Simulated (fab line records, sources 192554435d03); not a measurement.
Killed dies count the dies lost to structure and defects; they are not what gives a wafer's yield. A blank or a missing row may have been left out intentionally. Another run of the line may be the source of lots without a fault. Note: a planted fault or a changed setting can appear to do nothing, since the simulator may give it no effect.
Chamber matching ; flow n5 finfet ; rie diel-03 running N5_FIN_SAQP_HM_OPEN_33: 4 sister chambers
The step chemistry CH3F/O2, target SiNx, target depth 49.4 nm, time 70.6 s. 20 wafers are shown with their chamber, then 10 later ones without.

## EACH WAFER AND ITS CHAMBER
wafer;chamber;drypump motor current A (A);showerhead plenum p Torr (Torr);rf vpp V (V)
L075.2;2;5.3;2.04;308
L075.4;0;5.7;2.10;299
L075.6;3;6.3;1.94;287
L079.3;0;5.7;2.09;297
L079.4;1;5.2;2.02;296
L079.6;2;5.3;2.04;307
L080.1;2;5.3;2.04;306
L080.3;3;6.3;1.93;288
L080.6;1;5.2;2.02;296
L083.1;2;5.3;2.04;307
L083.2;0;5.7;2.09;300
L083.4;0;5.7;2.09;299
L088.2;2;5.3;2.03;307
L088.3;3;6.3;1.92;286
L088.5;2;5.3;2.03;307
L089.2;2;5.3;2.03;307
L089.3;0;5.7;2.08;299
L089.4;0;5.7;2.08;297
L091.3;3;6.4;1.92;286
L091.5;3;6.4;1.92;285

SIGNATURES, as means of the wafers listed above
reading;chamber 0;chamber 1;chamber 2;chamber 3;scatter within a chamber
drypump motor current A;5.700;5.200;5.300;6.340;0.0274
showerhead plenum p Torr;2.0883;2.0200;2.0357;1.9260;0.00696
rf vpp V;298.50;296.00;307.00;286.40;0.959
Rule: distance of a wafer from a chamber = root of the sum over the readings of ((wafer's reading minus chamber's mean) / reading's scatter) squared. The wafer belongs to the nearest chamber; if the next one is less than 2 further off, it can't be placed. How the scatter is found: for the shown wafers, subtract from each reading the mean of its chamber, square and add these, divide the total by (wafers less chambers), then take the root.

## WAFERS MISSING THEIR CHAMBER
wafer;drypump motor current A (A);showerhead plenum p Torr (Torr);rf vpp V (V)
L091.6;5.3;2.03;306
L094.1;5.7;2.08;297
L094.2;5.3;2.03;307
L094.5;6.3;1.92;286
L095.2;5.3;2.03;307
L095.3;5.2;2.02;297
L095.4;5.6;2.08;298
L097.2;5.3;2.02;306
L097.4;6.3;1.92;286
L097.5;5.7;2.08;298

## WHICH CHAMBER EACH WENT THROUGH
wafer;from the rows above;in truth
L091.6;2;2
L094.1;0;0
L094.2;2;2
L094.5;3;3
L095.2;2;2
L095.3;1;1
L095.4;0;0
L097.2;2;2
L097.4;3;3
L097.5;0;0
10 of 10 placed correctly. Not placeable from these rows: 0. 0 placed wrongly.
